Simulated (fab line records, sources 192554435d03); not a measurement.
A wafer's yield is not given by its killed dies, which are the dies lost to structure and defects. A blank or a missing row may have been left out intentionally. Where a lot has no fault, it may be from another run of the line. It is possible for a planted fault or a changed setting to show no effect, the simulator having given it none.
The tool behind it: which one? | flow n5Finfet | Sampling: 10 lots, 30 wafers, 5 of 1938 route steps

WHAT THE GAUGES SHOWED, per wafer
No reading from a measuring or inspecting step in the record can be judged against a usual standard deviation.

EACH LOT AND THE TOOL THAT RAN IT (in order: tool; ch and the chambers of the sampled wafers; start)
lot  | N5_BEOL_M8_VIA_ETCH_34            | N5_BEOL_M8_CURE_75           | N5_BEOL_M8_ALD_77                  | N5_BEOL_M8_SURFACE_TREAT_79 | N5_PASSIVATION_PROBE_49
L113 | rieDiel-03 ch 1,2, day 9 12:17    | uvCure-02 ch 0, day 9 12:53  | aldMetal-02 ch 0,1,2, day 9 13:37  | pvdSputter-03, day 9 14:10  | prober-01, day 12 06:18
L112 | rieDiel-02 ch 0,1, day 9 12:32    | uvCure-01 ch 1, day 9 13:08  | aldMetal-04 ch 1,2,3, day 9 14:28  | pvdSputter-03, day 9 14:47  | -
L114 | rieDiel-03 ch 0,2, day 9 15:09    | uvCure-01 ch 1, day 9 15:46  | aldMetal-03 ch 0,2,3, day 9 17:41  | pvdSputter-03, day 9 18:00  | -
L117 | rieDiel-04 ch 0,1, day 10 12:02   | uvCure-02 ch 2, day 10 13:14 | aldMetal-04 ch 2,3, day 10 13:55   | pvdSputter-03, day 10 14:23 | -
L118 | rieDiel-03 ch 1,2,3, day 11 16:51 | uvCure-02 ch 1, day 11 17:18 | aldMetal-04 ch 1,2,3, day 11 17:59 | pvdSputter-01, day 11 18:17 | prober-02, day 14 15:37
L123 | rieDiel-02 ch 0,1, day 12 05:50   | uvCure-01 ch 0, day 12 06:31 | aldMetal-04 ch 0,2, day 12 06:59   | pvdSputter-02, day 12 07:19 | prober-01, day 14 23:39
L124 | rieDiel-04 ch 0,3, day 12 08:00   | uvCure-03 ch 1, day 12 08:27 | aldMetal-03 ch 0,1, day 12 09:01   | pvdSputter-03, day 12 09:32 | -
L125 | rieDiel-04 ch 0,1,3, day 12 12:03 | uvCure-01 ch 0, day 12 12:29 | aldMetal-02 ch 0,1,3, day 12 12:57 | pvdSputter-02, day 12 13:19 | -
L127 | rieDiel-02 ch 0,1,2, day 13 19:22 | uvCure-02 ch 2, day 13 19:49 | aldMetal-03 ch 0,1,3, day 13 20:22 | pvdSputter-02, day 13 20:44 | -
L131 | rieDiel-03 ch 0,1, day 13 19:49   | uvCure-02 ch 1, day 13 20:19 | aldMetal-02 ch 1,2,3, day 13 20:52 | pvdSputter-02, day 13 21:10 | -
- N5_BEOL_M8_VIA_ETCH_34: etches SiCOH lowk in C4F6/O2, target depth 125.5 nm, time 50.5 s.
- N5_BEOL_M8_CURE_75: cures SiCOH lowk, time 120 s.
- N5_BEOL_M8_ALD_77: deposits TaN, target thk 2 nm, pulse time 2 s, purge time 3 s.
- N5_BEOL_M8_SURFACE_TREAT_79
- N5_PASSIVATION_PROBE_49

WHAT THE TOOLS THEMSELVES READ (means of the sampled wafers that have a number; where no wafer has one, the mark that the record gives instead)
N5_BEOL_M8_VIA_ETCH_34. Usual: C4F6_flow_sccm 10.00 sccm, standard deviation 0.031; O2_flow_sccm 9.998 sccm, standard deviation 0.028; drypumpMotorCurrentA 5.7 A, standard deviation 0.54; mfcArSccm 300.1 sccm, standard deviation 0.95; oesProductAu 0.82 a.u., standard deviation 0.072; rfFwdPowerW 341.5 W, standard deviation 1.5; rfVppV 664 V, standard deviation 5.8; showerheadPlenumPTorr 2.88 Torr, standard deviation 0.086; throttleValvePct 20.81 %, standard deviation 0.2.
lot  | tool       | C4F6_flow_sccm (sccm) | O2_flow_sccm (sccm) | drypumpMotorCurrentA (A) | mfcArSccm (sccm) | oesProductAu (a.u.) | rfFwdPowerW (W) | rfVppV (V) | showerheadPlenumPTorr (Torr) | throttleValvePct (%) | flag
L113 | rieDiel-03 | 10.03                 | 10.010              | 5.6                      | 300.6            | 0.91                | 341.7           | 658        | 2.88                         | 20.60                | 
L112 | rieDiel-02 | 9.98                  | 10.011              | 5.3                      | 299.5            | 0.85                | 340.6           | 664        | 2.91                         | 20.66                | 
L114 | rieDiel-03 | 10.00                 | 9.998               | 5.8                      | 301.1            | 0.89                | 340.9           | 662        | 2.92                         | 20.68                | 
L117 | rieDiel-04 | 9.98                  | 10.029              | 6.3                      | 299.6            | 0.79                | 341.8           | 671        | 2.89                         | 21.08                | 
L118 | rieDiel-03 | 9.99                  | 9.981               | 5.3                      | 301.0            | 0.82                | 342.4           | 663        | 2.83                         | 20.72                | 
L123 | rieDiel-02 | 9.99                  | 10.009              | 5.8                      | 299.7            | 0.86                | 342.3           | 664        | 2.96                         | 20.68                | 
L124 | rieDiel-04 | 9.97                  | 9.995               | 5.5                      | 299.8            | 0.84                | 341.7           | 665        | 2.92                         | 20.75                | 
L125 | rieDiel-04 | 10.04                 | 9.992               | 5.9                      | 300.4            | 0.81                | 340.4           | 667        | 2.90                         | 20.94                | 
L127 | rieDiel-02 | 9.98                  | 10.039              | 5.5                      | 300.7            | 0.83                | 341.4           | 663        | 2.88                         | 20.72                | 
L131 | rieDiel-03 | 9.96                  | 9.999               | 5.8                      | 299.9            | 0.83                | 339.7           | 659        | 2.92                         | 20.76                | 

N5_BEOL_M8_CURE_75. Usual: lampPowerPct 52.31 %, standard deviation 0.053; wafer_temp_C_max 372.1, standard deviation 0.75.
lot  | tool      | lampPowerPct (%) | wafer_temp_C_max | flag
L113 | uvCure-02 | 52.34            | 371.2            | 
L112 | uvCure-01 | 52.34            | 371.6            | 
L114 | uvCure-01 | 52.30            | 371.5            | 
L117 | uvCure-02 | 52.28            | 372.4            | 
L118 | uvCure-02 | 52.33            | 373.4            | 
L123 | uvCure-01 | 52.26            | 371.8            | 
L124 | uvCure-03 | 52.27            | 371.8            | 
L125 | uvCure-01 | 52.35            | 372.0            | 
L127 | uvCure-02 | 52.36            | 373.0            | 
L131 | uvCure-02 | 52.30            | 372.9            | 

N5_BEOL_M8_ALD_77. Usual: chamberPressureTorr 2.998 Torr, standard deviation 0.0063; heaterPowerW 414 W, standard deviation 38; precursorVesselCarrierSccm 1000 sccm, standard deviation 3.1; susceptorTempC 275.00 C, standard deviation 0.18.
lot  | tool        | chamberPressureTorr (Torr) | heaterPowerW (W) | precursorVesselCarrierSccm (sccm) | susceptorTempC (C) | flag
L113 | aldMetal-02 | 3.002                      | 448              | 1002                              | 274.90             | 
L112 | aldMetal-04 | 3.003                      | 400              | 1004                              | 275.22             | 
L114 | aldMetal-03 | 3.003                      | 399              | 1004                              | 274.91             | 
L117 | aldMetal-04 | 2.994                      | 402              | 1002                              | 275.19             | 
L118 | aldMetal-04 | 2.991                      | 339              | 1001                              | 256.41             | OFF
L123 | aldMetal-04 | 3.000                      | 362              | 998                               | 256.33             | OFF
L124 | aldMetal-03 | 3.000                      | 380              | 998                               | 275.06             | 
L125 | aldMetal-02 | 3.002                      | 455              | 997                               | 275.04             | 
L127 | aldMetal-03 | 3.000                      | 384              | 999                               | 275.00             | 
L131 | aldMetal-02 | 2.998                      | 451              | 1002                              | 274.97             | 

N5_PASSIVATION_PROBE_49. Usual: defectLimitedYield 91.3 %, standard deviation 1.3; killed_at_M0_to_M3 35, standard deviation 13; killed_at_M4_up 13, standard deviation 5.2; killedAtContacts 12, standard deviation 6.2; killedAtFrontEnd 39, standard deviation 9.6; killedAtOther 3.1, standard deviation 2.6; killedDies 102, standard deviation 16; killedOpen 68, standard deviation 13; killedShort 33, standard deviation 6.9; sort_bin_5_function 5.1 %, standard deviation 0.87; sort_bin_6_memory 3.3 %, standard deviation 0.67; sortNPass 1078, standard deviation 16; sortYieldPct 91.3 %, standard deviation 1.3.
lot  | tool      | defectLimitedYield (%) | killed_at_M0_to_M3 | killed_at_M4_up | killedAtContacts | killedAtFrontEnd | killedAtOther | killedDies | killedOpen | killedShort | sort_bin_5_function (%) | sort_bin_6_memory (%) | sortNPass | sortYieldPct (%) | flag
L113 | prober-01 | 92.0                   | 33                 | 17              | 7                | 36               | 1.3           | 94         | 64         | 30          | 4.8                     | 3.0                   | 1086      | 92.0             | 
L118 | prober-02 | 89.3                   | 55                 | 11              | 11               | 44               | 5.3           | 127        | 93         | 32          | 6.1                     | 4.4                   | 1053      | 89.3             | 
L123 | prober-01 | 91.8                   | 32                 | 12              | 12               | 30               | 9.7           | 97         | 65         | 31          | 4.7                     | 3.1                   | 1083      | 91.8             | 

THE ANSWER, worked out from the rows above alone
Rule: lot off if the mean of its wafers having a number is beyond 3 standard deviations from the usual mean. A lot without any number at a reading at which 4 lots or more have one is off too. All remaining lots with rows at the step are treated as sound. The gauges are gone through in route order, then the tools' own readings, and for those a lot's mean is taken as printed above. The first step at which some lot is off is used, and at that step the reading that is off furthest; a lot without a number counts as furthest.
Off at N5_BEOL_M8_ALD_77 (susceptorTempC): L118, L123.
A tool fits if, at that step or a process step before it, it ran every lot that is off, and no sound lot after the first of them. One fits: aldMetal-04 at N5_BEOL_M8_ALD_77. Its last sound lot is L117 (day 10 13:55), its first lot that is off L118 (day 11 17:59): a fault that began between those two fits.
On the lots that are off, the tool's own readings at N5_BEOL_M8_ALD_77 differ by more than 5 times the standard deviation of the sound lots' means, which bears it out; susceptorTempC reads 256.37 C there versus 275.04 C on the sound lots.

WHAT WAS PUT IN BY THE SIMULATOR
Process parameter drift: aldMetal-04, from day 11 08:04 on, at N5_BEOL_M8_ALD_77. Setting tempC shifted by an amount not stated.
Shown lots that were struck: L118, L123. The same result came from the rule above.
